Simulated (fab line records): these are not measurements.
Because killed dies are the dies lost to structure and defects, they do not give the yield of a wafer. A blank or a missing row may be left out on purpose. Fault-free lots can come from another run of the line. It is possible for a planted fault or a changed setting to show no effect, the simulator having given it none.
fab line records | flow n5-finfet
[record] lots = 9 wafers = 27 last-day = 16
route steps=1938 shown ILD0@340 SDB@360 BEOL_M4@1111
lots that met no fault: taken from a fault-free run of the same line
start-h: the number of hours between the record's first day and the start of the first shown wafer of the lot | wait-h: hours since the lot's step before | " repeats the value in the row above | L1.1+2: a row that stands for several wafers | - no value present, or no start provided | * or withheld: withheld | < > ~ a bound
route shown NAME@n: a module of which the file shows steps, and the number in the route of the first | usual: mean and standard deviation over wafers with no fault | same: alike in all rows | chamber/n: place in a boat | sites: per-site readings | _std_site: the standard deviation of these | _edge_site: mean of outer sites minus mean of inner sites | radius-mm: for every site, how far away it sits from the centre of the wafer | mask NAME#n: copy n | behind: the tool/chamber that last shaped the wafer | hold: why the lot went on hold/how many hours it stayed there/how the hold came to an end | device: names the non-switching transistor (n, p or np) | end of line: tests run on the same wafers once the route is complete | where a step has no rows: the recipe by itself | killed: at the first sort, the dies lost to defects and structure; wafer yield is something else | map: a wafer's dies, marking killed ones x, the rest . and places with no die _
set.NAME: the setting that was run; set.NAME@STEP: the one run at that earlier step | model.NAME: the simulator's own value behind a step, which no gauge read
steps of the route over a sample of lots; a table a step, a row a wafer
services: from which hour (start-h, from the record's first day; less than 0 if before it) a tool's chamber was out of use, for how many hours, and why
[[steps]]
[step N5_ILD0_CMP_07]
[recipe] stop-on = poly-Si material = SiO2_flowable t-overpolish-s = 1.18 post-cmp-clean = alkaline-brush down-force-psi = 4.1491 platen-rpm = 51.796 pad-velocity-m-s = 1.0306 target-thk-nm = 138.88
[usual] edge-zone-pressure-frac = 0.999/0.0049 motor-current-A = 12.6/1.3 platen-rpm = 51.79/0.034 slurry-flow-ml-min = 150.0/0.52
// columns lot.wafer tool chamber start-h wait-h edge-zone-pressure-frac motor-current-A platen-rpm slurry-flow-ml-min
L381.4 cmp-04 2 73.30 0.0 1.005 10.9 51.74 150.0
L381.1 " 1 " " 1.000 12.4 51.84 150.1
L381.6 " 2 " " 1.007 11.3 51.78 149.5
L382.3 cmp-02 0 81.42 0.0 1.006 13.6 51.79 149.8
L382.2 " 2 " " 1.000 11.5 51.76 150.8
L382.5 " 1 " " 1.002 13.7 51.83 150.6
L383.1 cmp-02 3 87.55 0.1 0.991 11.6 51.84 150.6
L383.2 " 0 " " 1.000 13.3 51.81 150.2
L383.5 " 2 " " 1.007 11.2 51.82 150.1
L384.2 cmp-04 3 94.59 0.0 0.997 14.0 51.76 150.6
L384.4 " 2 " " 0.997 10.6 51.79 150.2
L384.6 " 0 " " 1.002 12.8 51.81 151.2
L390.1 cmp-01 2 129.25 0.0 0.999 11.2 51.85 148.9
L390.2 " 3 " " 0.997 14.7 51.83 149.9
L390.3 " 0 " " 1.004 12.5 51.73 149.9
L391.1 cmp-04 0 134.64 0.0 1.005 12.5 51.84 149.9
L391.2 " 2 " " 1.002 10.8 51.79 150.0
L391.4 " 3 " " 1.000 15.6 51.85 150.3
L394.2 cmp-01 1 152.43 0.5 0.995 12.3 51.79 150.1
L394.5 " 2 " " 0.994 11.4 51.77 149.0
L394.6 " 3 " " 1.001 14.6 51.80 150.5
L396.2 cmp-02 0 163.27 0.0 0.996 13.7 51.79 150.0
L396.1 " 1 " " 1.005 13.6 51.81 149.9
L396.6 " 0 " " 1.002 12.9 51.72 150.4
L400.2 cmp-02 3 188.29 0.1 1.006 11.6 51.77 150.5
L400.1 " 0 " " 1.001 13.2 51.84 150.1
L400.6 " 3 " " 1.005 11.4 51.77 150.0
[step N5_SDB_ETCH_17]
[recipe] chemistry = CF4 target = SiARC target-depth-a = 234 mask-material = CAR-ArF time-s = 39 ion-energy-ev = 80 pressure-mtorr = 40 source-w = 545 bias-w = 36 Ar_flow_sccm = 100 cf4-flow-sccm = 100 ends = cleared
[usual] bias-w = 35.99/0.11 drypump-motor-current-A = 5.6/0.44 etch-rf-on-time-s = 38.6/0.92 oes-product-au = 0.66/0.07 rf-vpp-V = 184.0/1.1 showerhead-plenum-p-Torr = 2.13/0.062 throttle-valve-pct = 15.61/0.2
// columns lot.wafer tool chamber start-h wait-h bias-w drypump-motor-current-A etch-rf-on-time-s oes-product-au rf-hours-counter-h rf-vpp-V showerhead-plenum-p-Torr throttle-valve-pct
L381.1 rie-diel-06 2 77.85 0.0 35.93 5.6 40.7 0.59 220 183.9 2.03 15.72
L381.4 " 1 " " 36.02 5.4 38.7 0.69 98 184.0 2.15 15.27
L381.6 " 0 " " 35.88 5.0 40.4 0.61 - 183.9 2.21 15.75
L382.2 rie-diel-05 3 85.88 0.0 35.91 5.2 38.1 0.58 235 184.5 2.11 15.98
L382.3 " 2 " " 36.14 5.7 38.3 0.66 156 184.4 2.23 15.29
L382.5 " 3 " " 36.11 5.2 38.0 0.59 - 183.9 2.11 16.00
L383.1 rie-diel-05 0 91.72 0.0 35.82 5.7 38.3 0.64 164 183.3 2.13 15.66
L383.2 " 2 " " 36.04 5.7 38.5 0.66 159 183.9 2.23 15.30
L383.5 " 2 " " 35.97 5.7 38.5 0.65 - 185.8 2.23 15.32
L384.2 rie-diel-05 3 98.76 0.0 35.92 5.2 38.0 0.58 240 184.0 2.11 16.01
L384.4 " 2 " " 36.02 5.6 38.7 0.65 161 184.4 2.23 15.32
L384.6 " 1 " " 35.99 5.2 39.1 0.64 - 185.0 2.13 15.59
L390.1 rie-diel-05 2 135.18 0.0 35.89 5.6 38.0 0.66 174 184.7 2.22 15.32
L390.2 " 1 " " 35.99 5.2 38.9 0.64 170 183.5 2.13 15.61
L390.3 " 0 " " 36.04 5.7 38.4 0.63 178 183.8 2.13 15.68
L391.1 rie-diel-05 0 138.79 0.0 38.24 5.7 37.3 0.64 180 192.7 2.13 15.68
L391.2 " 2 " " 38.37 5.7 37.6 0.65 175 191.8 2.22 15.33
L391.4 " 1 " " 38.51 5.2 38.4 0.64 - 192.3 2.13 15.60
L394.2 rie-diel-06 2 156.99 0.0 35.94 5.6 40.9 0.57 250 181.2 2.02 15.74
L394.5 " 0 " " 36.02 5.1 40.6 0.60 - 185.1 2.20 15.82
L394.6 " 3 " " 35.90 6.5 39.1 0.62 - 182.4 2.04 15.60
L396.1 rie-diel-05 3 167.44 0.0 38.35 5.2 37.0 0.82 9 192.7 2.10 15.57
L396.2 " 0 " " 38.53 5.7 38.1 0.63 189 193.4 2.12 15.70
L396.6 " 3 " " 38.27 5.2 37.1 0.81 - 190.2 2.10 15.55
L400.1 rie-diel-06 0 192.27 0.0 35.99 5.0 40.7 0.58 242 183.5 2.19 15.85
L400.2 " 2 " " 35.96 5.7 39.4 0.82 4 184.0 2.28 15.29
L400.6 " 2 " " 36.02 5.7 39.7 0.82 - 184.2 2.28 15.28
[step N5_SDB_ETCH_25]
[recipe] chemistry = C4F6/O2 target = SiO2 target-depth-a = 100 time-s = 3.3 ion-energy-ev = 250 mask-material = SiNx pressure-mtorr = 30 source-w = 345 bias-w = 185 Ar_flow_sccm = 300 C4F6_flow_sccm = 10 O2_flow_sccm = 10
[usual] bias-w = 185.2/0.52 drypump-motor-current-A = 5.7/0.43 oes-product-au = 0.79/0.094 rf-vpp-V = 668/12 showerhead-plenum-p-Torr = 2.82/0.081 throttle-valve-pct = 21.15/0.17
// columns lot.wafer tool chamber start-h wait-h bias-w drypump-motor-current-A oes-product-au rf-hours-counter-h rf-vpp-V showerhead-plenum-p-Torr throttle-valve-pct
L381.1 rie-diel-03 1 78.45 0.1 185.7 5.3 0.68 236 688 2.91 21.46
L381.4 " 3 " " 184.9 5.6 1.00 1 672 2.80 21.04
L381.6 " 0 " " 185.4 6.1 0.86 - 663 2.78 21.21
L382.2 rie-diel-03 3 86.37 0.0 185.5 5.6 0.98 4 672 2.80 21.05
L382.3 " 1 " " 185.2 5.3 0.67 239 689 2.91 21.47
L382.5 " 0 " " 185.4 6.1 0.86 - 663 2.78 21.21
L383.1 rie-diel-03 0 92.24 0.1 184.9 6.1 0.86 69 662 2.78 21.21
L383.2 " 2 " " 185.1 6.2 0.77 136 665 2.74 21.13
L383.5 " 1 " " 185.2 5.3 0.67 - 690 2.91 21.48
L384.2 rie-diel-03 0 99.27 0.0 185.0 6.1 0.85 71 664 2.78 21.21
L384.4 " 2 " " 185.1 6.2 0.77 138 663 2.74 21.15
L384.6 " 3 " " 185.4 5.6 0.97 - 672 2.80 21.06
L390.1 rie-diel-05 2 135.67 0.0 184.6 5.6 0.76 174 686 2.97 20.91
L390.2 " 0 " " 185.6 5.7 0.73 178 643 2.83 21.19
L390.3 " 1 " " 185.6 5.2 0.74 170 665 2.84 21.21
L391.1 rie-diel-03 3 139.63 0.4 185.9 5.6 0.92 25 671 2.79 21.09
L391.2 " 0 " " 185.5 6.1 0.83 88 663 2.77 21.24
L391.4 " 0 " " 184.8 6.1 0.82 - 662 2.77 21.24
L394.2 rie-diel-06 0 158.21 0.8 185.4 5.0 0.71 226 683 2.93 21.34
L394.5 " 3 " " 185.6 6.4 0.72 - 667 2.73 21.15
L394.6 " 0 " " 184.7 5.1 0.70 - 683 2.93 21.33
L396.1 rie-diel-05 2 168.12 0.2 184.6 5.7 0.74 187 687 2.96 20.93
L396.2 " 0 " " 185.1 5.7 0.72 189 644 2.82 21.22
L396.6 " 2 " " 184.2 5.6 0.75 - 686 2.96 20.94
L400.1 rie-diel-06 2 192.77 0.0 185.0 5.7 0.96 4 655 3.01 20.81
L400.2 " 3 " " 186.0 6.4 0.71 205 667 2.72 21.17
L400.6 " 2 " " 184.6 5.7 0.94 - 656 3.01 20.82
[step N5_SDB_CUT_ETCH_26]
[recipe] chemistry = HBr/Cl2/O2 target = Si target-depth-a = 1296 bt-time-s = 20 mask-material = SiNx time-s = 51.8 ion-energy-ev = * bias-w = * pressure-mtorr = 10 icp-w = 800 HBr_flow_sccm = 150 Cl2_flow_sccm = 80 O2_flow_sccm = 12
[usual] bias-w = * drypump-motor-current-A = 5.7/0.4 oes-product-au = 0.990/0.02 throttle-valve-pct = 37.00/0.22
// columns lot.wafer tool chamber start-h wait-h bias-w drypump-motor-current-A oes-product-au rf-hours-counter-h throttle-valve-pct
L381.1 rie-si-04 1 78.53 0.1 * 6.1 0.995 43 36.93
L381.4 " 0 " " * 5.6 0.973 79 37.29
L381.6 " 1 " " * 6.1 0.990 - 36.94
L382.2 rie-si-04 3 86.46 0.1 * 6.0 1.002 15 37.32
L382.3 " 2 " " * 5.5 0.975 89 37.12
L382.5 " 1 " " * 6.2 0.995 - 36.94
L383.1 rie-si-05 0 92.32 0.1 * 5.1 1.019 26 36.89
L383.2 " 2 " " * 5.9 1.015 1 36.63
L383.5 " 1 " " * 5.4 1.021 - 36.91
L384.2 rie-si-03 0 99.35 0.1 * 6.3 0.960 149 37.01
L384.4 " 3 " " * 5.2 1.011 55 36.65
L384.6 " 3 " " * 5.2 1.005 - 36.66
L390.1 rie-si-03 0 135.75 0.1 * 6.3 0.960 150 37.01
L390.2 " 3 " " * 5.2 1.011 56 36.67
L390.3 " 1 " " * 5.3 0.965 175 37.14
L391.1 rie-si-03 0 139.72 0.1 * 6.3 0.956 150 37.00
L391.2 " 1 " " * 5.3 0.964 175 37.12
L391.4 " 3 " " * 5.2 1.007 56 36.65
L394.2 rie-si-03 2 158.29 0.1 * 6.2 0.971 64 37.27
L394.5 " 0 " " * 6.2 0.960 - 37.00
L394.6 " 1 " " * 5.3 0.963 - 37.14
L396.1 rie-si-04 2 168.20 0.1 * 5.6 0.970 90 37.12
L396.2 " 3 " " * 6.0 1.001 17 37.30
L396.6 " 1 " " * 6.1 0.990 - 36.95
L400.1 rie-si-05 1 192.85 0.1 * 5.4 1.016 190 36.92
L400.2 " 3 " " * 6.2 0.990 141 36.78
L400.6 " 2 " " * 5.9 1.017 - 36.63
[step N5_BEOL_M4_RC_MEAS_101]
[usual] DIBL_N = 35.8/1.8 DIBL_P = 35.6/2 IOFF_N = 0.148/0.028 IOFF_P = 0.20/0.034 ION_N = 672/12 ION_P = 462/8.5 SS_N = 71.2/0.65 SS_P = 73.1/0.67 VT_N = 251/3.3 VT_P = -251/3.8
// columns lot.wafer tool chamber start-h wait-h DIBL_N[mV/V] DIBL_P[mV/V] IOFF_N[nA/um] IOFF_P[nA/um] ION_N[uA/um] ION_P[uA/um] SS_N[mV/dec] SS_P[mV/dec] VT_N[mV] VT_P[mV]
L381.1 prober-01 0 168.26 0.0 35.3 35.9 0.161 0.22 685 471 71.8 73.3 252 -248
L381.4 " 0 " " 34.6 34.8 0.154 0.20 675 462 71.3 73.1 250 -248
L381.6 " 0 " " 35.5 35.3 0.159 0.22 682 471 72.4 72.5 252 -248
L382.2 prober-01 0 192.61 0.2 36.3 34.1 0.138 0.20 662 464 71.5 73.2 253 -248
L382.3 " 0 " " 36.9 34.5 0.141 0.21 675 469 70.9 73.8 253 -248
L382.5 " 0 " " 38.3 36.7 0.175 0.24 677 468 71.1 73.7 247 -248
L384.2 prober-01 0 196.57 0.2 37.6 36.9 0.169 0.20 693 465 71.9 73.8 245 -252
L384.4 " 0 " " 37.9 37.5 0.162 0.22 684 461 71.7 74.0 247 -249
L384.6 " 0 " " 36.8 35.5 0.147 0.18 675 462 71.4 72.9 251 -254
L383.1 prober-01 0 199.23 0.0 36.3 37.7 0.161 0.19 686 464 71.5 72.9 250 -256
L383.2 " 0 " " 35.4 38.2 0.152 0.20 674 463 71.5 72.6 252 -254
L383.5 " 0 " " 36.7 37.9 0.165 0.19 671 461 71.0 73.1 250 -256
L390.1 prober-01 0 231.54 0.0 35.1 34.7 0.135 0.18 666 458 71.8 71.9 252 -251
L390.2 " 0 " " 35.3 35.3 0.146 0.18 673 456 71.5 72.5 249 -251
L390.3 " 0 " " 34.7 34.5 0.150 0.18 697 468 70.6 72.7 248 -251
L391.1 prober-01 0 242.14 0.0 35.6 36.3 0.158 0.21 679 466 71.1 73.5 248 -252
L391.2 " 0 " " 34.6 35.0 0.145 0.18 681 462 71.2 72.8 251 -250
L391.4 " 0 " " 34.9 35.4 0.152 0.20 679 460 71.2 73.0 250 -249
L394.2 prober-02 0 262.13 0.2 32.9 33.5 0.126 0.21 676 472 70.3 73.4 251 -248
L394.5 " 0 " " 35.7 35.7 0.171 0.24 688 475 71.7 74.5 247 -245
L394.6 " 0 " " 34.3 34.1 0.139 0.22 684 471 71.1 73.3 252 -244
L396.1 prober-02 0 264.20 0.0 38.4 39.2 0.153 0.18 669 448 71.5 74.0 255 -254
L396.2 " 0 " " 32.6 32.9 0.076 0.12 626 430 70.0 71.7 266 -260
L396.6 " 0 " " 36.1 37.3 0.117 0.16 662 449 70.3 73.5 259 -257
L400.1 prober-01 0 290.31 0.0 38.6 41.2 0.200 0.27 678 464 72.5 74.2 245 -247
L400.2 " 0 " " 37.8 39.5 0.181 0.24 684 462 71.2 73.9 247 -249
L400.6 " 0 " " 38.0 39.9 0.183 0.25 682 472 72.0 74.1 250 -247
[[services]]
// columns tool chamber start-h hours kind
rie-diel-03 3 60.97 - clean
rie-diel-03 3 60.97 - consumable-replace:focus-ring
rie-diel-03 3 60.97 14.1 scheduled-down
rie-diel-03 3 60.97 14.1 vent-cycle
cmp-02 - 61.79 6.2 pm
cmp-01 - 90.69 0.4 repair
rie-diel-06 3 94.68 12.9 repair
cmp-04 - 103.78 12.7 repair
cmp-02 - 116.60 4.0 pm
rie-diel-03 1 121.14 - clean
rie-diel-03 1 121.14 - consumable-replace:focus-ring
rie-diel-03 1 121.14 33.9 scheduled-down
rie-diel-05 3 128.67 - clean
rie-diel-05 3 128.67 - consumable-replace:focus-ring
rie-diel-05 3 128.67 11.6 scheduled-down
rie-diel-05 3 128.67 11.6 vent-cycle
cmp-02 - 136.64 2.2 repair
rie-si-03 2 140.05 1.3 repair
cmp-04 - 146.70 6.9 pm
cmp-01 - 153.65 4.2 pm
cmp-01 - 157.95 2.1 repair
rie-diel-05 2 169.34 16.3 repair
rie-diel-05 0 170.33 5.8 repair
cmp-01 - 189.59 0.3 repair
[[key]]
[first-sign] step = N5_SDB_ETCH_17 reading = bias-w direction = up sigmas = 21 usual = * struck = *
[effect] step = N5_SDB_ETCH_17 reading = rf-vpp-V direction = up sigmas = 7.3 usual = 184.0 struck = 192.2
met-at N5_SDB_ETCH_17
struck-lots L391,L396
not-acting-at N5_ILD0_CMP_07,N5_SDB_ETCH_25,N5_SDB_CUT_ETCH_26
onset-between 135.18 138.79
[fault] kind = process-parameter-drift tool = rie-diel-05 chamber = - onset-h = 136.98 steps = N5_SDB_ETCH_17 channel = bias-w offset = * shape = step end-h = 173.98 acts-in = * stated = *
